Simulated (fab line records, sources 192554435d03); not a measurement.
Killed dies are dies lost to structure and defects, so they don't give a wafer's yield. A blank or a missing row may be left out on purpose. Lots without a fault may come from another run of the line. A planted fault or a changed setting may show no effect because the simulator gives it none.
fab line records | flow n5_finfet
record lots=9 wafers=27 last_day=18
route steps=1938 shown BEOL_M4@1111 BEOL_M7@1308 PASSIVATION@1936
lots that met no fault: from a run of the same line without faults
start_h: hours from the record's first day to the start of the lot's first wafer shown | wait_h: hours since the lot's step before | " the same as in the row above | L1.1+2: a row that stands for several wafers | - no value, or no start given | * or withheld: withheld | < > ~ a bound
route shown NAME@n: a module of which the file shows steps, and the number in the route of the first | usual: mean/standard deviation of fault-free wafers | same: alike in all rows | chamber/n: place in a boat | sites: the reading at each site | _std_site: their standard deviation | _edge_site: outer sites' mean less inner sites' | radius_mm: how far each site lies from the wafer's centre | mask NAME#n: copy n | behind: the tool/chamber that last shaped the wafer | hold: why the lot was held/for how many hours/how that ended | device: the transistor (n, p or np) that didn't switch | end of line: the same wafers' tests at the end of the route | a step without rows: its recipe alone | killed: dies lost to structure and defects at the first sort, not the wafer's yield | map: a wafer's dies, x killed, . not, _ none there
set.NAME: the setting as run; set.NAME@STEP: as run at that earlier step | model.NAME: the simulator's own value behind a step, which no gauge read
steps of the route over a sample of lots; a table a step, a row a wafer
services: from which hour (start_h, from the record's first day; less than 0 if before it) a tool's chamber was out of use, for how many hours, and why
## steps
# step N5_BEOL_M4_RC_MEAS_101
# usual DIBL_N=36.5/1.4 DIBL_P=36.5/1.6 IOFF_N=0.163/0.022 IOFF_P=0.219/0.029 ION_N=675/8.3 ION_P=464/6.2 SS_N=71.5/0.52 SS_P=73.4/0.57 VT_N=249.7/2.6 VT_P=-250/3
# columns lot.wafer tool chamber start_h wait_h DIBL_N[mV/V] DIBL_P[mV/V] IOFF_N[nA/um] IOFF_P[nA/um] ION_N[uA/um] ION_P[uA/um] SS_N[mV/dec] SS_P[mV/dec] VT_N[mV] VT_P[mV]
L688.1 prober-02 0 208.24 0.0 33.4 33.0 0.120 0.162 675 459 71.2 72.3 252.0 -251
L688.4 " 0 " " 35.9 36.4 0.169 0.212 688 473 72.3 73.6 247.8 -249
L688.5 " 0 " " 33.5 33.4 0.123 0.164 666 457 71.3 72.5 251.7 -254
L686.4 prober-02 0 211.63 0.5 38.0 38.5 0.187 0.234 682 462 72.1 74.0 247.6 -249
L686.5 " 0 " " 37.2 37.4 0.190 0.208 691 466 72.5 72.4 245.4 -251
L686.6 " 0 " " 37.7 38.7 0.194 0.236 687 461 72.0 73.9 246.8 -251
L693.1 prober-02 0 231.98 0.0 35.2 36.0 0.148 0.232 675 468 70.5 72.0 250.1 -248
L693.2 " 0 " " 36.1 36.6 0.172 0.246 668 468 71.4 72.3 247.9 -247
L693.3 " 0 " " 38.4 39.9 0.212 0.302 682 472 71.5 73.9 244.5 -244
L695.2 prober-01 0 246.60 0.2 34.8 35.5 0.147 0.234 664 466 71.8 73.1 249.3 -247
L695.3 " 0 " " 35.3 36.7 0.165 0.258 683 474 72.0 73.3 247.6 -245
L695.6 " 0 " " 36.8 38.5 0.186 0.295 668 473 73.2 73.8 245.2 -242
L701.1 prober-02 0 285.77 0.0 37.2 37.0 0.176 0.219 682 461 71.7 73.5 249.3 -250
L701.3 " 0 " " 37.7 38.1 0.195 0.232 694 469 71.5 73.2 247.1 -251
L701.4 " 0 " " 38.3 38.3 0.203 0.244 682 465 71.7 73.7 246.3 -250
L702.1 prober-02 0 290.68 0.0 38.5 38.0 0.175 0.240 681 464 71.3 74.3 250.5 -247
L702.5 " 0 " " 38.7 37.9 0.184 0.244 666 460 71.4 74.3 248.6 -248
L702.6 " 0 " " 38.1 37.6 0.174 0.248 685 471 71.4 74.0 247.6 -247
L703.2 prober-01 0 298.36 0.2 35.9 37.2 0.158 0.203 675 467 71.4 73.2 251.6 -253
L703.5 " 0 " " 34.6 35.2 0.136 0.166 668 458 70.9 73.3 251.9 -258
L703.6 " 0 " " 36.0 37.6 0.166 0.203 682 463 71.8 73.5 249.8 -252
L704.1 prober-02 0 310.36 0.0 35.7 37.9 0.170 0.230 681 472 72.5 73.4 250.1 -248
L704.2 " 0 " " 33.3 34.6 0.127 0.184 675 467 71.0 72.6 252.1 -251
L704.3 " 0 " " 35.0 36.6 0.151 0.217 675 465 71.1 73.3 250.0 -249
L705.1 prober-02 0 316.72 0.0 36.6 35.7 0.149 0.218 661 460 71.8 73.4 251.6 -250
L705.2 " 0 " " 37.2 36.7 0.164 0.243 665 458 72.8 73.9 250.0 -248
L705.4 " 0 " " 34.9 33.8 0.132 0.196 667 467 71.7 72.7 254.0 -251
# step N5_BEOL_M7_TRENCH_ETCH_37
# recipe chemistry=C4F6/O2 target_depth_a=934.78 target=SiCOH_lowk time_s=31.2 ion_energy_ev=250 pressure_mtorr=30 source_w=345 bias_w=185 Ar_flow_sccm=300 C4F6_flow_sccm=10 O2_flow_sccm=10
# usual drypump_motor_current_A=5.7/0.33 oes_o_777_au=0.81/0.081 oes_product_au=0.80/0.086 rf_vpp_V=665/8.3 showerhead_plenum_p_Torr=2.85/0.063 throttle_valve_pct=20.91/0.29
# columns lot.wafer tool chamber start_h wait_h drypump_motor_current_A oes_o_777_au oes_product_au rf_hours_counter_h rf_vpp_V showerhead_plenum_p_Torr throttle_valve_pct
L688.1 rie_diel-04 0 - - 6.3 0.90 0.92 16 663 2.79 21.04
L688.4 " 2 " " 5.6 0.81 0.80 120 656 2.74 20.91
L688.5 " 1 " " 5.6 0.69 0.66 - 658 2.92 21.03
L686.4 rie_diel-04 3 - - 5.4 0.79 0.78 129 670 2.86 20.90
L686.5 " 1 " " 5.5 0.68 0.67 - 659 2.92 21.01
L686.6 " 2 " " 5.6 0.81 0.79 - 654 2.75 20.90
L693.1 rie_diel-04 2 - - 5.7 0.80 0.79 127 657 2.74 20.91
L693.2 " 3 " " 5.5 0.78 0.77 136 669 2.85 20.90
L693.3 " 1 " " 5.6 0.68 0.66 244 658 2.92 21.04
L695.2 rie_diel-06 2 - - 5.2 0.80 0.80 106 674 2.85 21.11
L695.3 " 3 " " 5.8 0.88 0.86 36 656 2.89 20.47
L695.6 " 1 " " 5.9 0.69 0.68 - 679 2.81 21.46
L701.1 rie_diel-06 0 - - 5.8 0.90 0.90 19 674 2.90 20.60
L701.3 " 3 " " 5.8 0.86 0.85 47 657 2.88 20.47
L701.4 " 2 " " 5.2 0.79 0.78 123 674 2.84 21.14
L702.1 rie_diel-04 0 - - 6.3 0.85 0.86 39 663 2.78 21.06
L702.5 " 0 " " 6.3 0.85 0.86 - 661 2.78 21.06
L702.6 " 3 " " 5.5 0.76 0.75 - 669 2.84 20.94
L703.2 rie_diel-06 3 - - 5.8 0.86 0.84 52 656 2.88 20.49
L703.5 " 0 " " 5.8 0.88 0.89 - 672 2.90 20.60
L703.6 " 3 " " 5.8 0.85 0.84 - 656 2.88 20.50
L704.1 rie_diel-04 0 - - 6.3 0.84 0.86 45 663 2.78 21.07
L704.2 " 3 " " 5.5 0.76 0.74 162 669 2.84 20.95
L704.3 " 2 " " 5.6 0.78 0.77 149 656 2.73 20.97
L705.1 rie_diel-06 1 - - 5.9 0.96 0.97 10 678 2.80 21.16
L705.2 " 0 " " 5.8 0.88 0.88 30 674 2.90 20.61
L705.4 " 3 " " 5.8 0.84 0.83 57 656 2.88 20.51
# step N5_BEOL_M7_STRIP_80
# recipe chemistry=N2/H2 time_s=10 power_w=450 temp_c=40 pressure_mtorr=20 rf_frequency_hz=6e+07 bias_power_w=7 n2_flow_sccm=200 h2_flow_sccm=200
# usual bias_power_w=7.000/0.022 drypump_motor_current_A=5.7/0.33 oes_product_au=0.80/0.086 rf_vpp_V=59.2/0.78 showerhead_plenum_p_Torr=2.54/0.059 throttle_valve_pct=23.7/0.32
# columns lot.wafer tool chamber start_h wait_h bias_power_w drypump_motor_current_A oes_product_au rf_hours_counter_h rf_vpp_V showerhead_plenum_p_Torr throttle_valve_pct
L688.1 rie_diel-04 0 - - 6.990 6.3 0.93 16 57.1 2.49 23.8
L688.4 " 2 " " 6.984 5.7 0.79 120 58.9 2.45 24.0
L688.5 " 1 " " 7.052 5.5 0.67 - 59.0 2.61 23.9
L686.4 rie_diel-04 3 - - 6.989 5.4 0.78 129 59.4 2.54 23.6
L686.5 " 1 " " 7.018 5.5 0.66 - 59.9 2.61 23.9
L686.6 " 2 " " 7.007 5.6 0.78 - 58.2 2.45 24.0
L693.1 rie_diel-04 2 - - 6.975 5.6 0.79 127 59.0 2.45 24.0
L693.2 " 3 " " 6.996 5.5 0.77 136 58.9 2.54 23.6
L693.3 " 1 " " 6.999 5.6 0.66 244 59.5 2.61 23.9
L695.2 rie_diel-06 2 - - 6.989 5.2 0.80 106 58.1 2.56 23.9
L695.3 " 3 " " 6.985 5.8 0.86 36 59.7 2.59 23.3
L695.6 " 1 " " 7.013 5.9 0.68 - 59.3 2.49 24.2
L701.1 rie_diel-06 0 - - 6.995 5.7 0.89 20 59.9 2.60 23.3
L701.3 " 3 " " 7.015 5.8 0.84 47 59.5 2.58 23.3
L701.4 " 2 " " 7.010 5.2 0.77 123 58.6 2.55 24.0
L702.1 rie_diel-04 0 - - 7.012 6.3 0.87 39 59.3 2.48 23.9
L702.5 " 0 " " 6.994 6.3 0.87 - 60.9 2.48 23.9
L702.6 " 3 " " 7.013 5.5 0.74 - 59.1 2.53 23.6
L703.2 rie_diel-06 3 - - 6.997 5.8 0.84 53 59.6 2.58 23.4
L703.5 " 0 " " 6.982 5.8 0.88 - 58.3 2.59 23.3
L703.6 " 3 " " 7.008 5.8 0.83 - 59.0 2.58 23.3
L704.1 rie_diel-04 0 - - 7.018 6.3 0.86 45 58.1 2.48 23.9
L704.2 " 3 " " 7.020 5.4 0.74 162 59.6 2.53 23.7
L704.3 " 2 " " 6.986 5.6 0.77 149 59.1 2.44 24.0
L705.1 rie_diel-06 1 - - 6.991 5.9 0.96 10 60.4 2.49 23.9
L705.2 " 0 " " 6.957 5.8 0.87 30 58.8 2.59 23.4
L705.4 " 3 " " 6.984 5.8 0.84 57 59.8 2.58 23.3
# step N5_BEOL_M7_SPUTTER_48
# recipe material=Cu target_thk_a=100 temp_c=-20 bias_v=60 power_w=26000 chamber_pressure_pa=0.13 time_s=1.667
# usual bias_v=60.0/0.63 cathode_dc_power_W=26000/4.7 throttle_valve_pct=30.4/0.45
# columns lot.wafer tool chamber start_h wait_h bias_v cathode_dc_power_W throttle_valve_pct
L688.1 pvd_sputter-01 - 237.69 0.2 60.5 26001 30.6
L688.4 " - " " 58.8 26007 30.5
L688.5 " - " " 58.5 25998 30.5
L686.4 pvd_sputter-01 - 237.85 0.1 59.2 26003 30.3
L686.5 " - " " 60.8 26004 30.6
L686.6 " - " " 60.6 26000 30.9
L693.1 pvd_sputter-02 - 261.23 0.7 60.5 25999 30.4
L693.2 " - " " 60.6 26002 30.6
L693.3 " - " " 60.9 26004 30.7
L695.2 pvd_sputter-03 - 273.45 0.1 60.6 26001 30.3
L695.3 " - " " 60.7 26003 29.9
L695.6 " - " " 60.1 25992 29.9
L701.1 pvd_sputter-03 - 315.95 0.1 - - -
L701.3 " - " " - - -
L701.4 " - " " - - -
L702.1 pvd_sputter-03 - 323.17 0.2 - - -
L702.5 " - " " - - -
L702.6 " - " " - - -
L703.2 pvd_sputter-02 - 332.07 0.1 59.6 26000 31.0
L703.5 " - " " 60.0 25996 30.7
L703.6 " - " " 59.2 25998 30.4
L704.1 pvd_sputter-01 - 337.51 0.1 59.9 26002 30.4
L704.2 " - " " 60.6 26001 30.3
L704.3 " - " " 59.4 25991 29.3
L705.1 pvd_sputter-03 - 345.02 0.1 60.2 25996 30.2
L705.2 " - " " 60.3 26007 30.7
L705.4 " - " " 60.6 26001 29.9
# step N5_BEOL_M7_CMP_52
# recipe stop_on=SiCOH_lowk t_overpolish_s=6.9 down_force_psi=1 platen_rpm=50 clearing_platen_down_force_psi=1.5 clearing_platen_rpm=50 post_cmp_clean=cu_alkaline target_thk_nm=80 clearing_platen_pad_velocity_m_s=0.99484 pad_velocity_m_s=0.99484
# usual motor_current_A=5.9/0.69 slurry_filter_dp_kPa=13.51/0.14 time_to_endpoint_s=63.3/2.2
# columns lot.wafer tool chamber start_h wait_h motor_current_A slurry_filter_dp_kPa time_to_endpoint_s
L688.1 cmp-02 2 238.37 0.3 5.8 13.62 63.7
L688.4 " 3 " " 5.8 13.46 62.4
L688.5 " 1 " " 5.5 13.33 70.4
L686.4 cmp-03 0 238.59 0.1 6.4 13.52 62.8
L686.6 " 0 " " 6.3 13.49 62.7
L686.5 " 1 " " 5.1 13.77 61.3
L693.3 cmp-02 2 261.84 0.2 5.5 13.56 60.8
L693.2 " 0 " " 5.1 13.58 61.8
L693.1 " 1 " " 5.9 13.65 60.3
L695.2 cmp-01 3 274.08 0.2 5.4 13.44 62.2
L695.3 " 1 " " 5.4 13.50 61.7
L695.6 " 0 " " 5.9 13.56 59.8
L701.1 cmp-02 2 316.46 0.3 5.5 13.18 1.4
L701.3 " 3 " " 5.9 13.45 2.0
L701.4 " 0 " " 5.1 13.52 3.6
L702.1 cmp-03 1 323.89 0.3 5.3 13.47 0.6
L702.6 " 1 " " 5.3 13.76 3.4
L702.5 " 2 " " 6.9 13.57 2.2
L703.2 cmp-03 1 333.36 0.4 5.2 13.43 66.3
L703.5 " 0 " " 6.5 13.52 66.4
L703.6 " 1 " " 5.2 13.52 63.7
L704.3 cmp-02 2 338.24 0.2 5.9 13.54 64.4
L704.2 " 3 " " 6.2 13.59 66.5
L704.1 " 1 " " 5.5 13.41 63.6
L705.1 cmp-03 0 345.80 0.3 6.3 13.34 63.7
L705.2 " 2 " " 7.0 13.50 69.9
L705.4 " 3 " " 7.6 13.24 66.9
# step N5_BEOL_M7_INSPECT_58
# recipe inspect_instrument=darkfield mode=post_dep
# usual raw_defect_count=72/24
# columns lot.wafer tool chamber start_h wait_h raw_defect_count
L688.1 defect_inspect-01 - 238.78 0.0 60
L688.4 " - " " 57
L688.5 " - " " 35
L686.4 defect_inspect-01 - 239.04 0.0 71
L686.5 " - " " 74
L686.6 " - " " 134
L693.1 defect_inspect-01 - 262.30 0.0 50
L693.2 " - " " 71
L693.3 " - " " 60
L695.2 defect_inspect-01 - 274.54 0.0 60
L695.3 " - " " 90
L695.6 " - " " 67
L701.1 defect_inspect-02 - 316.92 0.0 97
L701.3 " - " " 101
L701.4 " - " " 62
L702.1 defect_inspect-02 - 324.34 0.0 45
L702.5 " - " " 63
L702.6 " - " " 65
L703.2 defect_inspect-01 - 333.77 0.0 76
L703.5 " - " " 85
L703.6 " - " " 59
L704.1 defect_inspect-01 - 338.69 0.0 90
L704.2 " - " " 63
L704.3 " - " " 145
L705.1 defect_inspect-01 - 346.25 0.0 70
L705.2 " - " " 47
L705.4 " - " " 79
# step N5_PASSIVATION_PROBE_49
# usual defect_limited_yield=91.2/1.6 killed_at_M0_to_M3=33/11 killed_at_M4_up=15/6.2 killed_at_contacts=15/7.1 killed_at_front_end=38/12 killed_at_other=4/3.5 killed_dies=104/19 killed_on_rim=14/4 killed_open=69/14 killed_short=34/8.5 sort_bin_5_function=5.2/0.99 sort_bin_6_memory=3.3/0.77 sort_n_pass=1076/19 sort_yield_pct=91.2/1.6
# same gross_dies=1180 killed_at_back_side=0 sort_bin_4_leakage[%]=0 sort_bin_8_speed[%]=0
# columns lot.wafer tool chamber start_h wait_h defect_limited_yield[%] killed_at_M0_to_M3 killed_at_M4_up killed_at_contacts killed_at_front_end killed_at_other killed_dies killed_on_rim killed_open killed_short sort_bin_5_function[%] sort_bin_6_memory[%] sort_n_pass sort_yield_pct[%]
L688.1 prober-02 - 309.11 0.0 91.7 50 23 6 18 1 98 18 67 30 4.7 3.1 1082 91.7
L688.4 prober-02 - 309.26 0.2 95.3 17 6 5 27 1 56 3 37 19 2.8 1.9 1124 95.3
L688.5 prober-02 - 309.31 0.2 93.5 39 4 0 33 1 77 12 50 25 3.5 2.6 1103 93.5
L686.4 prober-01 - 311.25 0.2 91.9 39 5 12 37 2 95 18 67 28 5.2 2.7 1085 91.9
L686.5 prober-01 - 311.30 0.2 92.7 27 11 14 34 0 86 15 63 23 4.5 2.5 1094 92.7
L686.6 prober-01 - 311.35 0.3 90.2 27 18 21 50 0 116 18 76 40 5.8 3.7 1064 90.2
L693.1 prober-02 - 335.06 0.0 91.1 29 18 16 38 4 105 12 69 36 4.7 3.9 1075 91.1
L693.2 prober-02 - 335.11 0.1 91.4 37 26 8 29 2 102 9 64 36 5.3 3.1 1078 91.4
L693.3 prober-02 - 335.16 0.1 91.4 36 28 8 25 5 102 17 63 37 5.1 3.4 1078 91.4
L695.2 prober-01 - 347.73 0.1 93.2 20 14 9 30 7 80 11 37 40 4.2 2.3 1100 93.2
L695.3 prober-01 - 347.78 0.1 93.6 25 9 10 28 3 75 10 54 19 4.2 2.1 1105 93.6
L695.6 prober-01 - 347.93 0.3 92.6 15 10 14 42 6 87 15 55 31 4.7 2.5 1093 92.6
L701.1 prober-02 - 387.40 0.0 0 28 1086 7 49 10 1180 152 63 40 95.8 3.8 0 0
L701.3 prober-02 - 387.50 0.1 0 24 1110 14 26 6 1180 152 55 25 97.4 2.5 0 0
L701.4 prober-02 - 387.55 0.2 0 20 1110 10 38 2 1180 152 48 34 96.8 3.0 0 0
L702.1 prober-01 - 398.80 0.0 0 49 1082 14 29 6 1180 152 78 31 96.3 3.6 0 0
L702.5 prober-01 - 399.00 0.2 0 43 1103 10 20 4 1180 152 68 26 96.5 3.2 0 0
L702.6 prober-01 - 399.05 0.3 0 42 1098 13 26 1 1180 152 79 26 95.5 4.2 0 0
L703.2 prober-02 - 413.17 0.1 89.0 52 14 21 32 11 130 21 74 55 6.9 3.8 1050 89.0
L703.5 prober-02 - 413.32 0.2 88.9 60 13 20 28 10 131 11 86 43 6.0 4.4 1049 88.9
L703.6 prober-02 - 413.37 0.3 88.1 74 17 14 25 11 141 16 79 61 7.5 3.8 1039 88.1
L704.1 prober-02 - 416.80 0.0 91.5 39 11 24 24 2 100 15 72 25 4.2 4.2 1080 91.5
L704.2 prober-02 - 416.85 0.1 88.7 45 18 29 36 5 133 16 86 47 6.4 4.4 1047 88.7
L704.3 prober-02 - 416.90 0.1 89.3 26 16 18 58 8 126 15 90 36 6.2 4.2 1054 89.3
L705.1 prober-01 - 420.58 0.0 91.9 37 8 16 34 1 96 11 65 29 5.3 2.5 1084 91.9
L705.2 prober-01 - 420.63 0.1 90.5 24 11 26 51 0 112 14 73 38 5.8 3.6 1068 90.5
L705.4 prober-01 - 420.73 0.2 89.5 39 8 33 41 3 124 17 81 42 6.4 3.6 1056 89.5
# killed by level:class
L688.1 BEOL_M0_SAQP:geometric_particle:open=13 BEOL_M1:geometric_particle:open=12 BEOL_M0_SAQP:geometric_particle:short=10 FIN_SAQP:geometric_particle:open=5 BEOL_M1:geometric_particle:short=5 BEOL_M4:geometric_particle:open=5 BEOL_M8:geometric_particle:open=5 BEOL_M3:geometric_particle:open=4
L688.4 GATE_CUT:geometric_particle:short=6 BEOL_M3:geometric_particle:open=5 FIN_SAQP:geometric_particle:open=4 GATE_CUT:geometric_particle:open=4 MOL_CONTACT_COAG:geometric_particle:open=4 BEOL_M0:geometric_particle:open=4 BEOL_M0_SAQP:geometric_particle:open=3 FIN_SAQP:geometric_particle:short=2
L688.5 BEOL_M1:geometric_particle:open=9 BEOL_M3:geometric_particle:open=9 FIN_SAQP:geometric_particle:open=7 SPACER0:geometric_particle:open=5 BEOL_M2:geometric_particle:open=5 BEOL_M2:geometric_particle:short=5 SPACER0:geometric_particle:short=4 GATE_CUT:geometric_particle:short=4
L686.4 STI_FIN_REVEAL:geometric_particle:open=11 BEOL_M2:geometric_particle:open=11 MOL_CONTACT_COAG:geometric_particle:open=10 BEOL_M1:geometric_particle:open=9 FIN_SAQP:geometric_particle:open=8 BEOL_M0_SAQP:geometric_particle:short=8 STI_FIN_REVEAL:geometric_particle:short=3 ILD0:geometric_particle:open=3
L686.5 STI_FIN_REVEAL:geometric_particle:open=15 MOL_CONTACT_COAG:geometric_particle:open=13 BEOL_M2:geometric_particle:open=9 STARTING-WAFER:geometric_particle:short=5 BEOL_M1:geometric_particle:open=4 BEOL_M0:geometric_particle:short=4 BEOL_M3:geometric_particle:open=4 BEOL_M5:geometric_particle:open=4
L686.6 STI_FIN_REVEAL:geometric_particle:open=13 MOL_CONTACT_COAG:geometric_particle:open=13 BEOL_M4:geometric_particle:open=11 FIN_SAQP:geometric_particle:open=8 MOL_CONTACT_COAG:geometric_particle:short=8 BEOL_M0_SAQP:geometric_particle:short=6 DUMMY_GATE:geometric_particle:open=5 STARTING-WAFER:geometric_particle:short=4
L693.1 FIN_SAQP:geometric_particle:open=11 MOL_CONTACT_COAG:geometric_particle:open=10 BEOL_M2:geometric_particle:open=8 STI_FIN_REVEAL:geometric_particle:open=7 BEOL_M1:geometric_particle:open=7 MOL_CONTACT_COAG:geometric_particle:short=6 BEOL_M0_SAQP:geometric_particle:open=4 BEOL_M0_SAQP:geometric_particle:short=4
L693.2 BEOL_M4:geometric_particle:open=15 BEOL_M2:geometric_particle:open=11 STI_FIN_REVEAL:geometric_particle:open=7 MOL_CONTACT_COAG:geometric_particle:open=6 BEOL_M1:geometric_particle:open=6 BEOL_M4:geometric_particle:short=6 BEOL_M3:geometric_particle:open=5 STI_FIN_REVEAL:geometric_particle:short=4
L693.3 BEOL_M4:geometric_particle:open=18 BEOL_M0_SAQP:geometric_particle:short=13 STI_FIN_REVEAL:geometric_particle:open=10 BEOL_M1:geometric_particle:open=7 BEOL_M0_SAQP:geometric_particle:open=7 MOL_CONTACT_COAG:geometric_particle:open=6 BEOL_M4:geometric_particle:short=5 BEOL_M1:geometric_particle:short=3
L695.2 MOL_CONTACT_COAG:geometric_particle:open=6 BEOL_M4:geometric_particle:short=6 STARTING-WAFER:geometric_particle:short=6 GATE_CUT:geometric_particle:short=5 BEOL_M2:geometric_particle:open=5 ILD0:geometric_particle:short=4 BEOL_M4:geometric_particle:open=4 FIN_SAQP:geometric_particle:short=3
L695.3 STI_FIN_REVEAL:geometric_particle:open=8 MOL_CONTACT_COAG:geometric_particle:open=8 BEOL_M2:geometric_particle:open=8 STI_FIN_REVEAL:geometric_particle:short=5 FIN_SAQP:geometric_particle:open=4 BEOL_M0_SAQP:geometric_particle:open=4 BEOL_M1:geometric_particle:open=4 BEOL_M3:geometric_particle:open=4
L695.6 FIN_SAQP:geometric_particle:open=13 MOL_CONTACT_COAG:geometric_particle:open=12 FIN_SAQP:geometric_particle:short=8 GATE_CUT:geometric_particle:short=6 DUMMY_GATE:geometric_particle:open=5 BEOL_M2:geometric_particle:open=5 STI_FIN_REVEAL:geometric_particle:open=3 BEOL_M1:geometric_particle:open=3
L701.1 BEOL_M7:area_sputter=588 BEOL_M7:area_ecd=489 STI_FIN_REVEAL:geometric_particle:open=15 FIN_SAQP:geometric_particle:short=11 FIN_SAQP:geometric_particle:open=7 BEOL_M2:geometric_particle:open=7 BEOL_M1:geometric_particle:open=6 BEOL_M0_SAQP:geometric_particle:open=5
L701.3 BEOL_M7:area_sputter=568 BEOL_M7:area_ecd=529 MOL_CONTACT_COAG:geometric_particle:open=10 STI_FIN_REVEAL:geometric_particle:open=6 BEOL_M0_SAQP:geometric_particle:open=6 FIN_SAQP:geometric_particle:open=5 DUMMY_GATE:geometric_particle:open=5 BEOL_M1:geometric_particle:open=5
L701.4 BEOL_M7:area_sputter=554 BEOL_M7:area_ecd=540 STI_FIN_REVEAL:geometric_particle:open=8 MOL_CONTACT_COAG:geometric_particle:open=8 BEOL_M0_SAQP:geometric_particle:short=7 FIN_SAQP:geometric_particle:short=6 BEOL_M5:geometric_particle:open=6 DUMMY_GATE:geometric_particle:open=5
L702.1 BEOL_M7:area_sputter=542 BEOL_M7:area_ecd=527 BEOL_M3:geometric_particle:open=13 MOL_CONTACT_COAG:geometric_particle:open=12 BEOL_M2:geometric_particle:open=11 BEOL_M1:geometric_particle:open=9 BEOL_M4:geometric_particle:open=7 BEOL_M0:geometric_particle:open=6
L702.5 BEOL_M7:area_sputter=546 BEOL_M7:area_ecd=539 BEOL_M2:geometric_particle:open=12 BEOL_M3:geometric_particle:open=9 MOL_CONTACT_COAG:geometric_particle:open=8 BEOL_M0_SAQP:geometric_particle:open=7 BEOL_M4:geometric_particle:open=7 BEOL_M0_SAQP:geometric_particle:short=4
L702.6 BEOL_M7:area_sputter=549 BEOL_M7:area_ecd=523 BEOL_M1:geometric_particle:open=19 BEOL_M4:geometric_particle:open=13 MOL_CONTACT_COAG:geometric_particle:open=10 STI_FIN_REVEAL:geometric_particle:open=6 BEOL_M3:geometric_particle:open=5 DUMMY_GATE:geometric_particle:open=4
L703.2 MOL_CONTACT_COAG:geometric_particle:open=16 BEOL_M0_SAQP:geometric_particle:short=16 BEOL_M0_SAQP:geometric_particle:open=12 BEOL_M3:geometric_particle:open=10 DUMMY_GATE:geometric_particle:open=6 GATE_CUT:geometric_particle:short=6 MOL_CONTACT_COAG:geometric_particle:short=5 GATE_CUT:geometric_particle:open=4
L703.5 BEOL_M0_SAQP:geometric_particle:open=17 MOL_CONTACT_COAG:geometric_particle:open=15 BEOL_M0_SAQP:geometric_particle:short=12 BEOL_M3:geometric_particle:open=10 FIN_SAQP:geometric_particle:open=7 BEOL_M1:geometric_particle:open=7 BEOL_M4:geometric_particle:open=5 MOL_CONTACT_COAG:geometric_particle:short=5
L703.6 BEOL_M0_SAQP:geometric_particle:short=29 BEOL_M0_SAQP:geometric_particle:open=24 MOL_CONTACT_COAG:geometric_particle:open=12 BEOL_M1:geometric_particle:open=7 FIN_SAQP:geometric_particle:open=6 BEOL_M3:geometric_particle:open=4 BEOL_M4:geometric_particle:short=4 BEOL_M2:geometric_particle:short=4
L704.1 MOL_CONTACT_COAG:geometric_particle:open=19 BEOL_M2:geometric_particle:open=11 BEOL_M1:geometric_particle:open=8 BEOL_M3:geometric_particle:open=7 MOL_CONTACT_COAG:geometric_particle:short=5 STI_FIN_REVEAL:geometric_particle:open=4 STI_FIN_REVEAL:geometric_particle:short=4 FIN_SAQP:geometric_particle:open=3
L704.2 MOL_CONTACT_COAG:geometric_particle:open=19 FIN_SAQP:geometric_particle:open=13 BEOL_M0_SAQP:geometric_particle:short=11 MOL_CONTACT_COAG:geometric_particle:short=10 BEOL_M4:geometric_particle:open=8 BEOL_M0_SAQP:geometric_particle:open=7 BEOL_M2:geometric_particle:open=7 BEOL_M3:geometric_particle:open=7
L704.3 FIN_SAQP:geometric_particle:open=15 STI_FIN_REVEAL:geometric_particle:open=14 MOL_CONTACT_COAG:geometric_particle:open=13 BEOL_M4:geometric_particle:open=10 FIN_SAQP:geometric_particle:short=9 BEOL_M0_SAQP:geometric_particle:open=8 PASS1_CAP:geometric_particle:open=6 BEOL_M0_SAQP:geometric_particle:short=6
L705.1 MOL_CONTACT_COAG:geometric_particle:open=12 BEOL_M0_SAQP:geometric_particle:short=10 DUMMY_GATE:geometric_particle:open=9 BEOL_M2:geometric_particle:open=7 FIN_SAQP:geometric_particle:open=6 BEOL_M3:geometric_particle:open=6 FIN_SAQP:geometric_particle:short=5 STI_FIN_REVEAL:geometric_particle:open=4
L705.2 MOL_CONTACT_COAG:geometric_particle:open=19 DUMMY_GATE:geometric_particle:open=14 FIN_SAQP:geometric_particle:short=10 BEOL_M2:geometric_particle:open=8 MOL_CONTACT_COAG:geometric_particle:short=7 DUMMY_GATE:geometric_particle:short=6 FIN_SAQP:geometric_particle:open=5 BEOL_M4:geometric_particle:open=5
L705.4 MOL_CONTACT_COAG:geometric_particle:open=24 FIN_SAQP:geometric_particle:short=12 MOL_CONTACT_COAG:geometric_particle:short=9 BEOL_M0_SAQP:geometric_particle:open=9 FIN_SAQP:geometric_particle:open=8 BEOL_M2:geometric_particle:open=7 STI_FIN_REVEAL:geometric_particle:open=6 BEOL_M3:geometric_particle:open=5
## services
# columns tool chamber start_h hours kind
cmp-01 - 227.10 0.9 repair
cmp-01 - 254.51 4.0 pm
rie_diel-06 0 255.87 - clean
rie_diel-06 0 255.87 - consumable_replace:focus_ring
rie_diel-06 0 255.87 11.8 scheduled_down
rie_diel-06 0 255.87 11.8 vent_cycle
cmp-02 - 260.23 0.3 repair
cmp-03 - 269.07 4.0 pm
rie_diel-04 0 271.49 3.0 repair
cmp-02 - 279.17 4.0 pm
rie_diel-04 0 283.51 6.1 repair
rie_diel-06 1 286.23 - clean
cmp-03 - 290.07 0.6 repair
rie_diel-04 2 291.59 9.0 repair
cmp-01 - 294.07 9.1 pm
rie_diel-04 1 299.71 3.5 repair
rie_diel-04 1 303.62 - clean
rie_diel-04 1 303.62 - consumable_replace:focus_ring
rie_diel-04 1 303.62 33.7 scheduled_down
rie_diel-04 1 303.62 33.7 vent_cycle
cmp-02 - 304.96 3.9 repair
rie_diel-04 3 313.50 3.9 repair
pvd_sputter-03 - 316.18 2.9 repair
rie_diel-04 2 319.23 6.4 repair
## key
first_sign step=N5_BEOL_M7_SPUTTER_48 reading=tool_record direction=missing
effect step=N5_BEOL_M7_CMP_52 reading=time_to_endpoint_s direction=down sigmas=28 usual=* struck=*
effect step=N5_PASSIVATION_PROBE_49 reading=killed_at_M4_up direction=up sigmas=99+ usual=15 struck=1098
more_kills_born_at N5_BEOL_M7_SPUTTER_48@pvd_sputter-03=3346 N5_BEOL_M7_ECD_50@ecd_cu-02=3146
met_at N5_BEOL_M7_SPUTTER_48
struck_lots L701,L702
later_rows_left_out L701.1,L701.3,L701.4,L702.1,L702.5,L702.6
not_acting_at N5_BEOL_M7_TRENCH_ETCH_37,N5_BEOL_M7_STRIP_80,N5_BEOL_M7_INSPECT_58
onset_between 273.45 315.95
fault kind=skipped_step_whole tool=pvd_sputter-03 chamber=- onset_h=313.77 steps=N5_BEOL_M7_SPUTTER_48 scope=struck_lots_only
# later_rows_left_out: the simulator's readings of these wafers behind a module that went badly wrong aren't trusted and aren't shown, but for the sort
